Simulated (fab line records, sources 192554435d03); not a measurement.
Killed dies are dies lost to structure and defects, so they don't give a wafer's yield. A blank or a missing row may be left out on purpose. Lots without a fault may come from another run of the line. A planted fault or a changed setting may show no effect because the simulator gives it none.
A struck lot beside a sound one | flow n5_finfet | 38 steps out of a route of 1938
Sound: wafers L667.2, L667.4, L667.6. Struck: wafer L659.1. (L659.2 of the same lot was not struck and is left out.) The cause comes at the end.
At each step with rows: each side's tool, then ch and its chambers, then its first start. Under that, the readings that differ: sound wafers | struck wafers | difference of the means | sigmas: that difference in standard deviations of wafers without a fault.
alike: readings whose means differ by less than 2 such deviations, and words and numbers that are the same on both sides. not compared: withheld readings, readings that some wafer has no value for, bounds like >300 that may hide the same value, and numbers for which the record gives no deviation and whose values overlap.
The two part at a step that has a row with sigmas, a row that says differs or no value, or rows on one side only. Numbers that don't overlap but have no deviation are shown without sigmas and don't part them. A reading that every wafer of one side lacks parts them only if that side has two wafers or more.

first, 9 steps without rows for these wafers: N5_BEOL_M10_PEB_26 (peb time 60 s); N5_BEOL_M10_DEVELOP_27 (develop time 30 s); N5_BEOL_M10_DESCUM_33 (chemistry O2, time 7.9 s); N5_BEOL_M10_ETCH_65 (etches SiARC in CF4, target depth 39 nm, time 65 s); N5_BEOL_M10_ETCH_66 (etches SOC in N2/H2, target depth 120 nm, overetch 24 nm, time 180 s); N5_BEOL_M10_STRIP_69 (strips in N2/H2); N5_BEOL_M10_VIA_ETCH_34 (etches SiCOH lowk in C4F6/O2, target depth 184.5 nm, time 69.2 s); N5_BEOL_M10_STRIP_73 (strips in C4F6/O2); N5_BEOL_M10_STRIP_36 (strips in N2/H2).
N5_BEOL_M10_TRENCH_ETCH_37: etches SiCOH lowk in C4F6/O2, target depth 148.83 nm, time 48 s.
  sound on rie_diel-05 ch 0,3, day 16 14:20; struck on rie_diel-03 ch 1, day 14 00:55
  reading                                     | sound             | struck | difference | sigmas
  rf_fwd_power_W (W)                          | 343.6 342.0 343.9 | 339.2  | -4.0       | -2
  throttle_valve_pct (%)                      | 20.50 20.98 20.48 | 21.17  | +0.52      | +2
  model.BEOL_M10.feature_depth_nm (nm)        | 152.8 154.2 151.2 | 206.2  | +53.5      |
  model.etch.depth_nm (nm)                    | 152.8 154.2 151.1 | 206.2  | +53.5      |
  model.TiN_of_BEOL_M10_HM_DEP_02.thk_nm (nm) | 15.8 16 16        | 14.2   | -1.7       |
  alike: drypump_motor_current_A, oes_product_au, rf_vpp_V, showerhead_plenum_p_Torr
  not compared: rf_hours_counter_h
then, 2 steps without rows for these wafers: N5_BEOL_M10_ETCH_41 (etches SiCN in CH3F/O2, target depth 42.6 nm, time 86 s); N5_BEOL_M10_STRIP_77 (strips in N2/H2, time 10 s).
N5_BEOL_M10_OCD_MEAS_38:
  sound on ocd-01, day 16 14:31; struck on ocd-01, day 14 01:07
  reading              | sound             | struck | difference | sigmas
  trench_depth_nm (nm) | 152.6 154.6 151.3 | 206.4  | +53.6      | +19
then, 13 steps without rows for these wafers: N5_BEOL_M10_HM_STRIP_39 (strips TiN in peroxide tin strip, target depth 25 nm, time 158 s); N5_BEOL_M10_SRD_40 (time 30 s); N5_BEOL_M10_PRECLEAN_42 (cleans in residue remover, time 60 s); N5_BEOL_M10_SRD_43 (time 30 s); N5_BEOL_M10_CURE_72 (cures SiCOH lowk, time 120 s); N5_BEOL_M10_DEGAS_44 (time 60 s); N5_BEOL_M10_PRE_CLEAN_45 (time 30 s); N5_BEOL_M10_ALD_74 (deposits TaN, target thk 2 nm, pulse time 2 s, purge time 3 s); N5_BEOL_M10_SURFACE_TREAT_76; N5_BEOL_M10_CVD_75 (deposits Co from CCTBA/H2, target thk 2 nm, time 138.9 s); N5_BEOL_M10_SPUTTER_48 (material Cu, target thk 12 nm, time 2 s); N5_BEOL_M10_ECD_50 (material Cu, target thk 318 nm); N5_BEOL_M10_ANNEAL_51 (time 90 s).
N5_BEOL_M10_CMP_52: polishes, stops on SiCOH lowk, t overpolish 7 s, target thk 140 nm.
  sound on cmp-01 ch 0,2,3, day 16 16:54; struck on cmp-04 ch 0, day 14 03:45
  reading                                 | sound           | struck | difference | sigmas
  model.Cu_of_BEOL_M10_ECD_50.thk_nm (nm) | 143.8 144 142.4 | 199.4  | +56.0      |
  alike: motor_current_A, platen_rpm, slurry_filter_dp_kPa
N5_BEOL_M10_THK_MEAS_53: measures by xrf.
  sound on film_metro-01, day 16 17:07; struck on film_metro-01, day 14 04:03
  reading      | sound       | struck | difference | sigmas
  M10_THK (nm) | 143 143 141 | 201    | +59        | +20
then, 2 steps without rows for these wafers: N5_BEOL_M10_PRE_CLEAN_55 (time 15 s); N5_BEOL_M10_DEP_56 (deposits SiCN from 3MS/NH3, target thk 15 nm, time 26.5 s).
N5_BEOL_M10_RS_MEAS_57: measures by four-point-probe.
  sound on film_metro-01, day 16 17:15; struck on film_metro-01, day 14 04:11
  reading         | sound             | struck | difference | sigmas
  M10_RS (ohm/sq) | 0.146 0.146 0.148 | 0.103  | -0.044     | -13
then, 5 steps without rows for these wafers: N5_BEOL_M11_ILD_DEP_00 (deposits SiCOH lowk from DEMS/porogen, target thk 308.51 nm, time 58 s); N5_BEOL_M11_CURE_71 (cures SiCOH lowk, time 240 s); N5_BEOL_M11_PECVD_70 (deposits SiO2 from TEOS/O2, target thk 20 nm, time 22.7 s); N5_BEOL_M11_HM_DEP_02 (deposits TiN, target thk 20 nm); N5_BEOL_M11_COAT_59 (time 60 s, resist thk 100 nm).
-- the record jumps here: 2 days lie between the struck wafers' starts before and after (it left off in module BEOL_M11 and takes up again in module BEOL_M15, whose first step shown is number 1830 of the route) --
N5_BEOL_M15_RC_MEAS_101:
  sound on prober-01 ch 0, day 18 08:31; struck on prober-02 ch 0, day 16 04:19
  reading                    | sound                   | struck  | difference | sigmas
  COMB_M14 (S/m)             | 3e-12 2.2e-12 2.7e-12   | 5.1e-12 | +2.5e-12   | +3
  COMB_M14_max_site (S/m)    | 3.7e-12 2.9e-12 3.7e-12 | 7.8e-12 | +4.4e-12   | +3
  COMB_M6 (S/m)              | 4e-11 3.4e-11 3.3e-11   | 2.3e-11 | -1.3e-11   | -2
  COMB_M9 (S/m)              | 1e-11 1e-11 9e-12       | 2e-11   | +1e-11     | +3
  SERP_M10 (ohm/um)          | 3.00 2.87 2.92          | 2.10    | -0.83      | -10
  SERP_M10_max_site (ohm/um) | 3.12 3.04 3.13          | 2.14    | -0.96      | -11
  SERP_M5 (ohm/um)           | 32.6 34.2 31.0          | 40.9    | +8.3       | +4
  alike: COMB_M11, COMB_M12, COMB_M13, COMB_M15, COMB_M5, COMB_M7, COMB_M8, SERP_M11, SERP_M12, SERP_M13, SERP_M14, SERP_M6, SERP_M7, SERP_M8, SERP_M9
N5_PASSIVATION_PROBE_49:
  the record has rows for the struck wafers here (prober-02, day 16 20:54) and none for the sound ones

WHERE THEY PART
First at N5_BEOL_M10_TRENCH_ETCH_37; last, within this record, at N5_PASSIVATION_PROBE_49.

WHY: what the simulator had put in
Process parameter drift: rie_diel-03, from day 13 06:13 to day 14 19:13, at N5_BEOL_M10_TRENCH_ETCH_37. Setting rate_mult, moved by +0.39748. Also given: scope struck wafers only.
